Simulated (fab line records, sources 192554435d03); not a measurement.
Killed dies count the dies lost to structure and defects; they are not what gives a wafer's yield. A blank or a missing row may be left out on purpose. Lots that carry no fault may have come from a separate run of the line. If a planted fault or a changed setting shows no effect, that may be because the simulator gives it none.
Chamber matching || flow n5-finfet || N5_BEOL_M3_ETCH_70 on rie-diel-05: 4 sister chambers
The step etches SOC in N2/H2, target depth 80 nm, overetch 16 nm, time 120 s. 16 wafers are shown with their chamber, then 8 later ones without.

## WAFERS WITH THEIR CHAMBER
{"wafer": "L077.2", "chamber": 1, "drypump-motor-current-A (A)": 5.7, "showerhead-plenum-p-Torr (Torr)": 2.43, "throttle-valve-pct (%)": 18.18}
{"wafer": "L077.3", "chamber": 2, "drypump-motor-current-A (A)": 6.7, "showerhead-plenum-p-Torr (Torr)": 2.53, "throttle-valve-pct (%)": 17.79}
{"wafer": "L077.5", "chamber": 3, "drypump-motor-current-A (A)": 5.2, "showerhead-plenum-p-Torr (Torr)": 2.52, "throttle-valve-pct (%)": 17.86}
{"wafer": "L079.1", "chamber": 2, "drypump-motor-current-A (A)": 6.7, "showerhead-plenum-p-Torr (Torr)": 2.53, "throttle-valve-pct (%)": 17.81}
{"wafer": "L079.3", "chamber": 1, "drypump-motor-current-A (A)": 5.8, "showerhead-plenum-p-Torr (Torr)": 2.43, "throttle-valve-pct (%)": 18.20}
{"wafer": "L079.4", "chamber": 3, "drypump-motor-current-A (A)": 5.2, "showerhead-plenum-p-Torr (Torr)": 2.52, "throttle-valve-pct (%)": 17.86}
{"wafer": "L081.4", "chamber": 3, "drypump-motor-current-A (A)": 5.2, "showerhead-plenum-p-Torr (Torr)": 2.51, "throttle-valve-pct (%)": 17.87}
{"wafer": "L081.5", "chamber": 3, "drypump-motor-current-A (A)": 5.2, "showerhead-plenum-p-Torr (Torr)": 2.51, "throttle-valve-pct (%)": 17.86}
{"wafer": "L081.6", "chamber": 2, "drypump-motor-current-A (A)": 6.7, "showerhead-plenum-p-Torr (Torr)": 2.52, "throttle-valve-pct (%)": 17.83}
{"wafer": "L084.4", "chamber": 2, "drypump-motor-current-A (A)": 6.7, "showerhead-plenum-p-Torr (Torr)": 2.52, "throttle-valve-pct (%)": 17.84}
{"wafer": "L084.5", "chamber": 2, "drypump-motor-current-A (A)": 6.7, "showerhead-plenum-p-Torr (Torr)": 2.52, "throttle-valve-pct (%)": 17.85}
{"wafer": "L084.6", "chamber": 1, "drypump-motor-current-A (A)": 5.7, "showerhead-plenum-p-Torr (Torr)": 2.42, "throttle-valve-pct (%)": 18.22}
{"wafer": "L087.2", "chamber": 3, "drypump-motor-current-A (A)": 5.2, "showerhead-plenum-p-Torr (Torr)": 2.51, "throttle-valve-pct (%)": 17.88}
{"wafer": "L087.3", "chamber": 0, "drypump-motor-current-A (A)": 6.0, "showerhead-plenum-p-Torr (Torr)": 2.59, "throttle-valve-pct (%)": 17.37}
{"wafer": "L087.4", "chamber": 1, "drypump-motor-current-A (A)": 5.6, "showerhead-plenum-p-Torr (Torr)": 2.42, "throttle-valve-pct (%)": 18.22}
{"wafer": "L093.1", "chamber": 2, "drypump-motor-current-A (A)": 6.8, "showerhead-plenum-p-Torr (Torr)": 2.51, "throttle-valve-pct (%)": 17.47}

SIGNATURES (means of the wafers above)
{"reading": "drypump-motor-current-A", "chamber 0": 6.000, "chamber 1": 5.700, "chamber 2": 6.717, "chamber 3": 5.200, "scatter within a chamber": 0.0486}
{"reading": "showerhead-plenum-p-Torr", "chamber 0": 2.5900, "chamber 1": 2.4250, "chamber 2": 2.5217, "chamber 3": 2.5140, "scatter within a chamber": 0.00648}
{"reading": "throttle-valve-pct", "chamber 0": 17.3700, "chamber 1": 18.2050, "chamber 2": 17.7650, "chamber 3": 17.8660, "scatter within a chamber": 0.0949}
Rule: for a wafer and a chamber, the distance is found by dividing, reading by reading, the gap between the wafer's reading and the chamber's mean by the reading's scatter, squaring, summing and taking the root. The wafer belongs to the nearest chamber; if the next one is less than 2 further off, it can't be placed. The scatter is the square root of a quotient: the sum, over the shown wafers, of each reading's squared deviation from its chamber's mean, divided by wafers minus chambers.

## WAFERS WITHOUT THEIR CHAMBER
{"wafer": "L093.2", "drypump-motor-current-A (A)": 6.0, "showerhead-plenum-p-Torr (Torr)": 2.59, "throttle-valve-pct (%)": 17.40}
{"wafer": "L093.4", "drypump-motor-current-A (A)": 5.7, "showerhead-plenum-p-Torr (Torr)": 2.41, "throttle-valve-pct (%)": 18.26}
{"wafer": "L097.2", "drypump-motor-current-A (A)": 5.7, "showerhead-plenum-p-Torr (Torr)": 2.41, "throttle-valve-pct (%)": 18.25}
{"wafer": "L097.4", "drypump-motor-current-A (A)": 6.0, "showerhead-plenum-p-Torr (Torr)": 2.59, "throttle-valve-pct (%)": 17.42}
{"wafer": "L097.6", "drypump-motor-current-A (A)": 5.7, "showerhead-plenum-p-Torr (Torr)": 2.41, "throttle-valve-pct (%)": 18.25}
{"wafer": "L096.2", "drypump-motor-current-A (A)": 5.7, "showerhead-plenum-p-Torr (Torr)": 2.41, "throttle-valve-pct (%)": 18.26}
{"wafer": "L096.3", "drypump-motor-current-A (A)": 6.8, "showerhead-plenum-p-Torr (Torr)": 2.51, "throttle-valve-pct (%)": 17.44}
{"wafer": "L096.5", "drypump-motor-current-A (A)": 5.2, "showerhead-plenum-p-Torr (Torr)": 2.50, "throttle-valve-pct (%)": 17.93}

## THE CHAMBER EACH PASSED THROUGH
{"wafer": "L093.2", "from the rows above": 0, "in truth": 0}
{"wafer": "L093.4", "from the rows above": 1, "in truth": 1}
{"wafer": "L097.2", "from the rows above": 1, "in truth": 1}
{"wafer": "L097.4", "from the rows above": 0, "in truth": 0}
{"wafer": "L097.6", "from the rows above": 1, "in truth": 1}
{"wafer": "L096.2", "from the rows above": 1, "in truth": 1}
{"wafer": "L096.3", "from the rows above": 2, "in truth": 2}
{"wafer": "L096.5", "from the rows above": 3, "in truth": 3}
8 of 8 placed correctly. Can't be placed from these rows: 0. 0 placed wrongly.
